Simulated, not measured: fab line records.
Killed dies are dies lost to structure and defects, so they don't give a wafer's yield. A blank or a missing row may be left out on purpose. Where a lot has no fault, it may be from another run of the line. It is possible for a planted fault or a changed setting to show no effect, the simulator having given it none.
Chamber matching -- flow nandHarc -- NHARC_A_M1_PRE_CLEAN_32 on pecvd-04 has 3 sister chambers
The step time 12 s. 14 wafers are shown with their chamber, then 7 later ones without.

== EACH WAFER AND ITS CHAMBER ==
wafer,chamber,heaterPowerW (W)
L593.1,0,625
L593.2,2,483
L593.4,1,662
L597.1,0,596
L597.2,2,448
L597.3,1,667
L599.1,0,582
L599.5,0,578
L599.6,1,665
L601.4,2,515
L601.5,0,616
L601.6,1,672
L602.1,0,592
L602.4,0,588

SIGNATURES (means of the wafers above)
reading,chamber 0,chamber 1,chamber 2,scatter within a chamber
heaterPowerW,596.71,666.50,482.00,19.4
Rule: a wafer lies at a distance from a chamber equal to the root of the sum of squares, over the readings, of (its reading less the chamber's mean, divided by the reading's scatter). The wafer belongs to the nearest chamber; if the next one is less than 2 further off, it can't be placed. The scatter: the root of (the sum of the squares of (reading less its chamber's mean) over the shown wafers, divided by (wafers less chambers)).

== WAFERS WITHOUT THEIR CHAMBER ==
wafer,heaterPowerW (W)
L602.6,477
L603.2,673
L603.4,664
L603.6,660
L605.1,681
L605.4,651
L605.6,646

== WHICH CHAMBER EACH ONE RAN IN ==
wafer,from the rows above,in truth
L602.6,2,2
L603.2,1,1
L603.4,1,1
L603.6,1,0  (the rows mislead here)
L605.1,1,1
L605.4,1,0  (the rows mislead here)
L605.6,can't be placed: 1 or 0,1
Correctly placed: 4 of 7. Unplaceable from these rows: 1, with the true chamber sitting among the candidates in 1. Wrongly placed: 2.
